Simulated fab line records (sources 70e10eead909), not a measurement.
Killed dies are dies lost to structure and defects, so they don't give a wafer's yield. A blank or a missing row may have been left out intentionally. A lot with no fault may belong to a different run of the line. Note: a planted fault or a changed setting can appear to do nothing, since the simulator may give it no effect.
fab line records :: flow nand-harc :: part 2 of 2: steps 23 to 34 of 34
record:
  lots: 5
  wafers: 15
  last-day: 23
route steps=1159 shown P_CONTACT@248 P_M0@253
lots with no fault: from the same line, run without faults
start-h: start of the lot's first displayed wafer, in hours after the record's first day :: wait-h: time in hours since the lot's previous step :: " as in the row above :: L1.1+2: one row covering several wafers at once :: - either no value or no given start :: * or withheld: withheld :: < > ~ a bound
route shown NAME@n: names a module that has steps shown in the file, with the first one's number in the route :: usual: the fault-free wafers' mean and standard deviation :: same: alike in all rows :: chamber/n: place in a boat :: sites: each site's reading :: _std_site: standard deviation of those values :: _edge_site: the outer-site mean with the inner-site mean subtracted :: radius-mm: for every site, how far away it sits from the centre of the wafer :: mask NAME#n: copy n :: behind: the most recent tool/chamber to have shaped the wafer :: hold: what put the lot on hold/how long, in hours/how the hold closed :: device: names the non-switching transistor (n, p or np) :: end of line: tests of these same wafers at the route's end :: a step with no rows: only its recipe :: killed: not the wafer's yield, but the dies lost to structure and defects at the first sort :: map: dies across one wafer; x = killed, . = not, _ = none there
set.NAME: the setting the step ran with; set.NAME@STEP: the setting that earlier step ran with :: model.NAME: the simulator's own value behind a step, which no gauge read
lots at selected steps of the route; one table per step, one row per wafer
services: a tool's chamber out of use, with start hour (start-h, from the record's first day; less than 0 if before it), hours out, and reason
== steps ==
step: NHARC_P_M0_STRIP_19
recipe:
  time-s: 600
  temp-c: 30
  chemistry: post-etch-residue-remover
lot.wafer: L078.1+6+3
tool: wet-bench-07
chamber: 5,7,2
start-h: 144.83
wait-h: -

lot.wafer: L082.3+2+6
tool: wet-bench-02
chamber: 2,3,7
start-h: 163.22
wait-h: -

lot.wafer: L083.2+4+3
tool: wet-bench-02
chamber: 6,0,1
start-h: 169.79
wait-h: -

lot.wafer: L085.6+1+4
tool: wet-bench-05
chamber: 1,2,5
start-h: 178.81
wait-h: -

lot.wafer: L090.6+3+2
tool: wet-bench-02
chamber: 7,0,3
start-h: 219.40
wait-h: -
step: NHARC_P_M0_DEGAS_28
recipe:
  temp-c: 250
  time-s: 60
usual:
  heater-power-w: 341/34
lot.wafer: L078.1
tool: pvd-sputter-02
chamber: -
start-h: 145.10
wait-h: -
heater-power-w: 315

lot.wafer: L078.3
tool: pvd-sputter-02
chamber: -
start-h: 145.10
wait-h: -
heater-power-w: 324

lot.wafer: L078.6
tool: pvd-sputter-02
chamber: -
start-h: 145.10
wait-h: -
heater-power-w: 314

lot.wafer: L082.2
tool: pvd-sputter-03
chamber: -
start-h: 163.50
wait-h: -
heater-power-w: 317

lot.wafer: L082.3
tool: pvd-sputter-03
chamber: -
start-h: 163.50
wait-h: -
heater-power-w: 340

lot.wafer: L082.6
tool: pvd-sputter-03
chamber: -
start-h: 163.50
wait-h: -
heater-power-w: 316

lot.wafer: L083.2
tool: pvd-sputter-03
chamber: -
start-h: 170.06
wait-h: -
heater-power-w: 357

lot.wafer: L083.3
tool: pvd-sputter-03
chamber: -
start-h: 170.06
wait-h: -
heater-power-w: 337

lot.wafer: L083.4
tool: pvd-sputter-03
chamber: -
start-h: 170.06
wait-h: -
heater-power-w: 380

lot.wafer: L085.1
tool: pvd-sputter-01
chamber: -
start-h: 179.08
wait-h: -
heater-power-w: 311

lot.wafer: L085.4
tool: pvd-sputter-01
chamber: -
start-h: 179.08
wait-h: -
heater-power-w: 361

lot.wafer: L085.6
tool: pvd-sputter-01
chamber: -
start-h: 179.08
wait-h: -
heater-power-w: 297

lot.wafer: L090.3
tool: pvd-sputter-03
chamber: -
start-h: 219.67
wait-h: -
heater-power-w: 354

lot.wafer: L090.2
tool: pvd-sputter-03
chamber: -
start-h: 219.67
wait-h: -
heater-power-w: 391

lot.wafer: L090.6
tool: pvd-sputter-03
chamber: -
start-h: 219.67
wait-h: -
heater-power-w: 346
step: NHARC_P_M0_PRE_CLEAN_29
recipe:
  time-s: 30
  temp-c: 280
  gas: H2/He
usual:
  heater-power-w: 418/41
lot.wafer: L078.3
tool: pvd-sputter-02
chamber: -
start-h: -
wait-h: -
heater-power-w: 381

lot.wafer: L078.1
tool: pvd-sputter-02
chamber: -
start-h: -
wait-h: -
heater-power-w: 485

lot.wafer: L078.6
tool: pvd-sputter-02
chamber: -
start-h: -
wait-h: -
heater-power-w: 482

lot.wafer: L082.3
tool: pvd-sputter-03
chamber: -
start-h: -
wait-h: -
heater-power-w: 475

lot.wafer: L082.2
tool: pvd-sputter-03
chamber: -
start-h: -
wait-h: -
heater-power-w: 388

lot.wafer: L082.6
tool: pvd-sputter-03
chamber: -
start-h: -
wait-h: -
heater-power-w: 413

lot.wafer: L083.4
tool: pvd-sputter-03
chamber: -
start-h: -
wait-h: -
heater-power-w: 430

lot.wafer: L083.3
tool: pvd-sputter-03
chamber: -
start-h: -
wait-h: -
heater-power-w: 423

lot.wafer: L083.2
tool: pvd-sputter-03
chamber: -
start-h: -
wait-h: -
heater-power-w: 385

lot.wafer: L085.4
tool: pvd-sputter-01
chamber: -
start-h: -
wait-h: -
heater-power-w: 350

lot.wafer: L085.1
tool: pvd-sputter-01
chamber: -
start-h: -
wait-h: -
heater-power-w: 387

lot.wafer: L085.6
tool: pvd-sputter-01
chamber: -
start-h: -
wait-h: -
heater-power-w: 358

lot.wafer: L090.2
tool: pvd-sputter-03
chamber: -
start-h: -
wait-h: -
heater-power-w: 422

lot.wafer: L090.3
tool: pvd-sputter-03
chamber: -
start-h: -
wait-h: -
heater-power-w: 421

lot.wafer: L090.6
tool: pvd-sputter-03
chamber: -
start-h: -
wait-h: -
heater-power-w: 464
step: NHARC_P_M0_PVD_20
recipe:
  target-thk-a: 50
  bias-v: 168.6
  power-w: 15000
  chamber-pressure-pa: 0.12
  time-s: 8.06
  substrate-temp-c: 50
  material: TaN
usual:
  bias-v: 168.4/1.9
  throttle-valve-pct: 30.0/1.4
lot.wafer: L078.3
tool: pvd-sputter-02
chamber: -
start-h: -
wait-h: -
bias-v: 167.1
throttle-valve-pct: 30.8

lot.wafer: L078.1
tool: pvd-sputter-02
chamber: -
start-h: -
wait-h: -
bias-v: 166.4
throttle-valve-pct: 28.9

lot.wafer: L078.6
tool: pvd-sputter-02
chamber: -
start-h: -
wait-h: -
bias-v: 167.7
throttle-valve-pct: 29.2

lot.wafer: L082.2
tool: pvd-sputter-03
chamber: -
start-h: -
wait-h: -
bias-v: 169.0
throttle-valve-pct: 30.5

lot.wafer: L082.3
tool: pvd-sputter-03
chamber: -
start-h: -
wait-h: -
bias-v: 167.0
throttle-valve-pct: 28.2

lot.wafer: L082.6
tool: pvd-sputter-03
chamber: -
start-h: -
wait-h: -
bias-v: 169.4
throttle-valve-pct: 30.7

lot.wafer: L083.2
tool: pvd-sputter-03
chamber: -
start-h: -
wait-h: -
bias-v: 167.1
throttle-valve-pct: 31.0

lot.wafer: L083.3
tool: pvd-sputter-03
chamber: -
start-h: -
wait-h: -
bias-v: 168.2
throttle-valve-pct: 27.8

lot.wafer: L083.4
tool: pvd-sputter-03
chamber: -
start-h: -
wait-h: -
bias-v: 169.8
throttle-valve-pct: 31.0

lot.wafer: L085.1
tool: pvd-sputter-01
chamber: -
start-h: -
wait-h: -
bias-v: 168.4
throttle-valve-pct: 30.3

lot.wafer: L085.4
tool: pvd-sputter-01
chamber: -
start-h: -
wait-h: -
bias-v: 172.0
throttle-valve-pct: 32.2

lot.wafer: L085.6
tool: pvd-sputter-01
chamber: -
start-h: -
wait-h: -
bias-v: 167.2
throttle-valve-pct: 30.4

lot.wafer: L090.2
tool: pvd-sputter-03
chamber: -
start-h: -
wait-h: -
bias-v: 171.5
throttle-valve-pct: 30.7

lot.wafer: L090.3
tool: pvd-sputter-03
chamber: -
start-h: -
wait-h: -
bias-v: 169.3
throttle-valve-pct: 30.7

lot.wafer: L090.6
tool: pvd-sputter-03
chamber: -
start-h: -
wait-h: -
bias-v: 168.8
throttle-valve-pct: 31.0
step: NHARC_P_M0_PVD_21
recipe:
  target-thk-a: 300
  chamber-pressure-pa: 5
  power-w: 5000
  substrate-temp-c: 30
  time-s: 20.49
  material: Cu
usual:
  throttle-valve-pct: 29.9/1.4
lot.wafer: L078.1
tool: pvd-sputter-02
chamber: -
start-h: -
wait-h: -
throttle-valve-pct: 29.1

lot.wafer: L078.3
tool: pvd-sputter-02
chamber: -
start-h: -
wait-h: -
throttle-valve-pct: 31.3

lot.wafer: L078.6
tool: pvd-sputter-02
chamber: -
start-h: -
wait-h: -
throttle-valve-pct: 30.9

lot.wafer: L082.2
tool: pvd-sputter-03
chamber: -
start-h: -
wait-h: -
throttle-valve-pct: 28.0

lot.wafer: L082.3
tool: pvd-sputter-03
chamber: -
start-h: -
wait-h: -
throttle-valve-pct: 30.7

lot.wafer: L082.6
tool: pvd-sputter-03
chamber: -
start-h: -
wait-h: -
throttle-valve-pct: 30.9

lot.wafer: L083.2
tool: pvd-sputter-03
chamber: -
start-h: -
wait-h: -
throttle-valve-pct: 30.9

lot.wafer: L083.4
tool: pvd-sputter-03
chamber: -
start-h: -
wait-h: -
throttle-valve-pct: 28.0

lot.wafer: L083.3
tool: pvd-sputter-03
chamber: -
start-h: -
wait-h: -
throttle-valve-pct: 31.0

lot.wafer: L085.4
tool: pvd-sputter-01
chamber: -
start-h: -
wait-h: -
throttle-valve-pct: 27.2

lot.wafer: L085.1
tool: pvd-sputter-01
chamber: -
start-h: -
wait-h: -
throttle-valve-pct: 29.4

lot.wafer: L085.6
tool: pvd-sputter-01
chamber: -
start-h: -
wait-h: -
throttle-valve-pct: 27.3

lot.wafer: L090.2
tool: pvd-sputter-03
chamber: -
start-h: -
wait-h: -
throttle-valve-pct: 27.9

lot.wafer: L090.3
tool: pvd-sputter-03
chamber: -
start-h: -
wait-h: -
throttle-valve-pct: 30.9

lot.wafer: L090.6
tool: pvd-sputter-03
chamber: -
start-h: -
wait-h: -
throttle-valve-pct: 30.9
step: NHARC_P_M0_ECD_22
recipe:
  target-thk-a: 4000
  bath-temp-c: 25
  material: Cu
lot.wafer: L078.1+3+6
tool: ecd-cu-01
chamber: 0,0,1
start-h: 145.53
wait-h: -

lot.wafer: L082.2+3+6
tool: ecd-cu-02
chamber: 0,1,1
start-h: 164.01
wait-h: -

lot.wafer: L083.2+4+3
tool: ecd-cu-02
chamber: 0,1,0
start-h: 170.47
wait-h: -

lot.wafer: L085.1+4+6
tool: ecd-cu-01
chamber: 0
start-h: 179.44
wait-h: -

lot.wafer: L090.2+3+6
tool: ecd-cu-01
chamber: 1
start-h: 220.24
wait-h: -
step: NHARC_P_M0_ANNEAL_30
recipe:
  temp-c: 225
  time-s: 90
usual:
  wafer_temp_C_max: 226.0/0.31
lot.wafer: L078.1
tool: rtp-anneal-01
chamber: 0
start-h: 145.91
wait-h: -
wafer_temp_C_max: 225.8

lot.wafer: L078.3
tool: rtp-anneal-01
chamber: 0
start-h: 145.91
wait-h: -
wafer_temp_C_max: 225.9

lot.wafer: L078.6
tool: rtp-anneal-01
chamber: 0
start-h: 145.91
wait-h: -
wafer_temp_C_max: 225.8

lot.wafer: L082.2
tool: rtp-anneal-01
chamber: 0
start-h: 164.48
wait-h: -
wafer_temp_C_max: 226.1

lot.wafer: L082.3
tool: rtp-anneal-01
chamber: 0
start-h: 164.48
wait-h: -
wafer_temp_C_max: 225.8

lot.wafer: L082.6
tool: rtp-anneal-01
chamber: 0
start-h: 164.48
wait-h: -
wafer_temp_C_max: 225.9

lot.wafer: L083.2
tool: rtp-anneal-02
chamber: 0
start-h: 170.85
wait-h: 0.3
wafer_temp_C_max: 226.5

lot.wafer: L083.3
tool: rtp-anneal-02
chamber: 0
start-h: 170.85
wait-h: 0.3
wafer_temp_C_max: 226.0

lot.wafer: L083.4
tool: rtp-anneal-02
chamber: 0
start-h: 170.85
wait-h: 0.3
wafer_temp_C_max: 226.3

lot.wafer: L085.1
tool: rtp-anneal-02
chamber: 0
start-h: 179.81
wait-h: -
wafer_temp_C_max: 226.3

lot.wafer: L085.4
tool: rtp-anneal-02
chamber: 0
start-h: 179.81
wait-h: -
wafer_temp_C_max: 226.1

lot.wafer: L085.6
tool: rtp-anneal-02
chamber: 0
start-h: 179.81
wait-h: -
wafer_temp_C_max: 225.8

lot.wafer: L090.2
tool: rtp-anneal-02
chamber: 0
start-h: 220.67
wait-h: -
wafer_temp_C_max: 226.1

lot.wafer: L090.3
tool: rtp-anneal-02
chamber: 0
start-h: 220.67
wait-h: -
wafer_temp_C_max: 226.2

lot.wafer: L090.6
tool: rtp-anneal-02
chamber: 0
start-h: 220.67
wait-h: -
wafer_temp_C_max: 226.6
step: NHARC_P_M0_CMP_23
recipe:
  t-overpolish-s: 20
  target-thk-nm: 117.53
usual:
  motor-current-A: 11.4/1.2
  time-to-endpoint-s: 29/3.2
lot.wafer: L078.3
tool: cmp-03
chamber: 0
start-h: 146.26
wait-h: -
motor-current-A: 12.4
time-to-endpoint-s: 28

lot.wafer: L078.1
tool: cmp-03
chamber: 3
start-h: 146.26
wait-h: -
motor-current-A: 12.4
time-to-endpoint-s: 32

lot.wafer: L078.6
tool: cmp-03
chamber: 1
start-h: 146.26
wait-h: -
motor-current-A: 10.1
time-to-endpoint-s: 32

lot.wafer: L082.2
tool: cmp-04
chamber: 1
start-h: 164.77
wait-h: -
motor-current-A: 10.0
time-to-endpoint-s: 36

lot.wafer: L082.3
tool: cmp-04
chamber: 0
start-h: 164.77
wait-h: -
motor-current-A: 11.8
time-to-endpoint-s: 30

lot.wafer: L082.6
tool: cmp-04
chamber: 2
start-h: 164.77
wait-h: -
motor-current-A: 10.8
time-to-endpoint-s: 27

lot.wafer: L083.4
tool: cmp-03
chamber: 0
start-h: 171.17
wait-h: -
motor-current-A: 11.3
time-to-endpoint-s: 27

lot.wafer: L083.2
tool: cmp-03
chamber: 1
start-h: 171.17
wait-h: -
motor-current-A: 10.3
time-to-endpoint-s: 27

lot.wafer: L083.3
tool: cmp-03
chamber: 2
start-h: 171.17
wait-h: -
motor-current-A: 9.0
time-to-endpoint-s: 30

lot.wafer: L085.4
tool: cmp-02
chamber: 0
start-h: 180.16
wait-h: -
motor-current-A: 11.8
time-to-endpoint-s: 31

lot.wafer: L085.1
tool: cmp-02
chamber: 3
start-h: 180.16
wait-h: -
motor-current-A: 12.5
time-to-endpoint-s: 29

lot.wafer: L085.6
tool: cmp-02
chamber: 1
start-h: 180.16
wait-h: -
motor-current-A: 13.3
time-to-endpoint-s: 29

lot.wafer: L090.3
tool: cmp-04
chamber: 2
start-h: 220.99
wait-h: -
motor-current-A: 10.9
time-to-endpoint-s: 27

lot.wafer: L090.2
tool: cmp-04
chamber: 0
start-h: 220.99
wait-h: -
motor-current-A: 11.1
time-to-endpoint-s: 33

lot.wafer: L090.6
tool: cmp-04
chamber: 2
start-h: 220.99
wait-h: -
motor-current-A: 11.5
time-to-endpoint-s: 26
step: NHARC_P_M0_THK_MEAS_24
recipe:
  thk-meas-gauge: xrf
usual:
  thk-nm: 117.5/1.7
lot.wafer: L078.1
tool: film-metro-01
chamber: -
start-h: 146.57
wait-h: -
thk-nm: 117.5

lot.wafer: L078.3
tool: film-metro-01
chamber: -
start-h: 146.57
wait-h: -
thk-nm: 116.8

lot.wafer: L078.6
tool: film-metro-01
chamber: -
start-h: 146.57
wait-h: -
thk-nm: 118.3

lot.wafer: L082.2
tool: film-metro-01
chamber: -
start-h: 165.09
wait-h: -
thk-nm: 119.5

lot.wafer: L082.3
tool: film-metro-01
chamber: -
start-h: 165.09
wait-h: -
thk-nm: 119.3

lot.wafer: L082.6
tool: film-metro-01
chamber: -
start-h: 165.09
wait-h: -
thk-nm: 117.3

lot.wafer: L083.2
tool: film-metro-01
chamber: -
start-h: 171.45
wait-h: -
thk-nm: 117.4

lot.wafer: L083.3
tool: film-metro-01
chamber: -
start-h: 171.45
wait-h: -
thk-nm: 117.0

lot.wafer: L083.4
tool: film-metro-01
chamber: -
start-h: 171.45
wait-h: -
thk-nm: 115.2

lot.wafer: L085.1
tool: film-metro-01
chamber: -
start-h: 180.47
wait-h: -
thk-nm: 118.5

lot.wafer: L085.4
tool: film-metro-01
chamber: -
start-h: 180.47
wait-h: -
thk-nm: 120.5

lot.wafer: L085.6
tool: film-metro-01
chamber: -
start-h: 180.47
wait-h: -
thk-nm: 118.0

lot.wafer: L090.2
tool: film-metro-01
chamber: -
start-h: 221.27
wait-h: -
thk-nm: 113.3

lot.wafer: L090.3
tool: film-metro-01
chamber: -
start-h: 221.27
wait-h: -
thk-nm: 117.9

lot.wafer: L090.6
tool: film-metro-01
chamber: -
start-h: 221.27
wait-h: -
thk-nm: 116.4
step: NHARC_P_M0_SRD_25
lot.wafer: L078.1+6+3
tool: wet-bench-08
chamber: 7,2,3
start-h: 146.62
wait-h: 0.0

lot.wafer: L082.2+3+6
tool: wet-bench-08
chamber: 2,3,6
start-h: 165.12
wait-h: 0.0

lot.wafer: L083.2+4+3
tool: wet-bench-10
chamber: 3,5,7
start-h: 171.49
wait-h: 0.0

lot.wafer: L085.1+4+6
tool: wet-bench-10
chamber: 5,6,1
start-h: 180.52
wait-h: 0.0

lot.wafer: L090.3+2+6
tool: wet-bench-10
chamber: 2,3,5
start-h: 221.31
wait-h: 0.0
step: NHARC_P_M0_INSPECT_27
usual:
  raw-defect-count: 312/110
lot.wafer: L078.1
tool: defect-inspect-02
chamber: -
start-h: 146.73
wait-h: 0.0
raw-defect-count: 438

lot.wafer: L078.3
tool: defect-inspect-02
chamber: -
start-h: 146.73
wait-h: 0.0
raw-defect-count: 375

lot.wafer: L078.6
tool: defect-inspect-02
chamber: -
start-h: 146.73
wait-h: 0.0
raw-defect-count: 386

lot.wafer: L082.2
tool: defect-inspect-02
chamber: -
start-h: 165.24
wait-h: 0.0
raw-defect-count: 554

lot.wafer: L082.3
tool: defect-inspect-02
chamber: -
start-h: 165.24
wait-h: 0.0
raw-defect-count: 251

lot.wafer: L082.6
tool: defect-inspect-02
chamber: -
start-h: 165.24
wait-h: 0.0
raw-defect-count: 290

lot.wafer: L083.2
tool: defect-inspect-02
chamber: -
start-h: 171.61
wait-h: 0.0
raw-defect-count: 389

lot.wafer: L083.3
tool: defect-inspect-02
chamber: -
start-h: 171.61
wait-h: 0.0
raw-defect-count: 242

lot.wafer: L083.4
tool: defect-inspect-02
chamber: -
start-h: 171.61
wait-h: 0.0
raw-defect-count: 341

lot.wafer: L085.1
tool: defect-inspect-02
chamber: -
start-h: 180.63
wait-h: 0.0
raw-defect-count: 406

lot.wafer: L085.4
tool: defect-inspect-02
chamber: -
start-h: 180.63
wait-h: 0.0
raw-defect-count: 340

lot.wafer: L085.6
tool: defect-inspect-02
chamber: -
start-h: 180.63
wait-h: 0.0
raw-defect-count: 275

lot.wafer: L090.2
tool: defect-inspect-02
chamber: -
start-h: 221.43
wait-h: 0.0
raw-defect-count: 453

lot.wafer: L090.3
tool: defect-inspect-02
chamber: -
start-h: 221.43
wait-h: 0.0
raw-defect-count: 353

lot.wafer: L090.6
tool: defect-inspect-02
chamber: -
start-h: 221.43
wait-h: 0.0
raw-defect-count: 423
step: NHARC_P_M0_PRE_CLEAN_31
recipe:
  time-s: 12
  temp-c: 370
  rf-power-w: 300
  gas: NH3
usual:
  heater-power-w: 644/62
lot.wafer: L078.1
tool: pecvd-01
chamber: 0
start-h: 146.82
wait-h: 0.1
heater-power-w: 686

lot.wafer: L078.3
tool: pecvd-01
chamber: 0
start-h: 146.82
wait-h: 0.1
heater-power-w: 714

lot.wafer: L078.6
tool: pecvd-01
chamber: 1
start-h: 146.82
wait-h: 0.1
heater-power-w: 621

lot.wafer: L082.3
tool: pecvd-03
chamber: 2
start-h: 165.43
wait-h: 0.2
heater-power-w: 559

lot.wafer: L082.2
tool: pecvd-03
chamber: 0
start-h: 165.43
wait-h: 0.2
heater-power-w: 591

lot.wafer: L082.6
tool: pecvd-03
chamber: 2
start-h: 165.43
wait-h: 0.2
heater-power-w: 565

lot.wafer: L083.3
tool: pecvd-02
chamber: 2
start-h: 171.69
wait-h: 0.1
heater-power-w: 668

lot.wafer: L083.2
tool: pecvd-02
chamber: 0
start-h: 171.69
wait-h: 0.1
heater-power-w: 634

lot.wafer: L083.4
tool: pecvd-02
chamber: 2
start-h: 171.69
wait-h: 0.1
heater-power-w: 656

lot.wafer: L085.1
tool: pecvd-01
chamber: 0
start-h: 180.70
wait-h: 0.1
heater-power-w: 702

lot.wafer: L085.4
tool: pecvd-01
chamber: 0
start-h: 180.70
wait-h: 0.1
heater-power-w: 696

lot.wafer: L085.6
tool: pecvd-01
chamber: 1
start-h: 180.70
wait-h: 0.1
heater-power-w: 667

lot.wafer: L090.2
tool: pecvd-03
chamber: 0
start-h: 221.50
wait-h: 0.1
heater-power-w: 701

lot.wafer: L090.3
tool: pecvd-03
chamber: 1
start-h: 221.50
wait-h: 0.1
heater-power-w: 701

lot.wafer: L090.6
tool: pecvd-03
chamber: 0
start-h: 221.50
wait-h: 0.1
heater-power-w: 703
== services ==
tool: pecvd-01
chamber: 2
start-h: 121.67
hours: 27.9
kind: repair

tool: pvd-sputter-02
chamber: -
start-h: 124.96
hours: 1.4
kind: repair

tool: pvd-sputter-01
chamber: -
start-h: 131.36
hours: 2.0
kind: repair

tool: rie-diel-01
chamber: -
start-h: 137.80
hours: 9.0
kind: pm

tool: cmp-03
chamber: -
start-h: 138.01
hours: 2.3
kind: repair

tool: litho-track-04
chamber: -
start-h: 141.00
hours: 7.0
kind: pm

tool: rie-diel-12
chamber: -
start-h: 142.27
hours: 1.4
kind: repair

tool: pvd-sputter-01
chamber: -
start-h: 143.99
hours: 1.0
kind: repair

tool: cmp-03
chamber: -
start-h: 152.61
hours: 0.3
kind: repair

tool: pecvd-02
chamber: -
start-h: 153.00
hours: 13.0
kind: pm

tool: pvd-sputter-01
chamber: -
start-h: 158.07
hours: 10.0
kind: pm

tool: wet-bench-04
chamber: -
start-h: 163.20
hours: 8.0
kind: pm

tool: rie-diel-05
chamber: -
start-h: 163.64
hours: 9.0
kind: pm

tool: rie-diel-12
chamber: 3
start-h: 164.92
hours: 4.5
kind: repair

tool: wet-bench-02
chamber: -
start-h: 180.00
hours: 8.0
kind: pm

tool: pvd-sputter-02
chamber: -
start-h: 182.51
hours: 2.1
kind: repair

tool: pvd-sputter-02
chamber: -
start-h: 192.38
hours: 2.9
kind: repair

tool: cvd-w-02
chamber: -
start-h: 195.00
hours: 13.0
kind: pm

tool: cmp-04
chamber: -
start-h: 203.00
hours: 4.0
kind: pm

tool: cmp-01
chamber: -
start-h: 206.84
hours: 3.2
kind: repair

tool: cmp-01
chamber: -
start-h: 210.06
hours: 4.0
kind: pm

tool: pvd-sputter-02
chamber: -
start-h: 215.40
hours: 10.0
kind: pm

tool: pvd-sputter-01
chamber: -
start-h: 217.98
hours: 2.5
kind: repair

tool: rie-diel-01
chamber: 1
start-h: 219.90
hours: 15.9
kind: repair
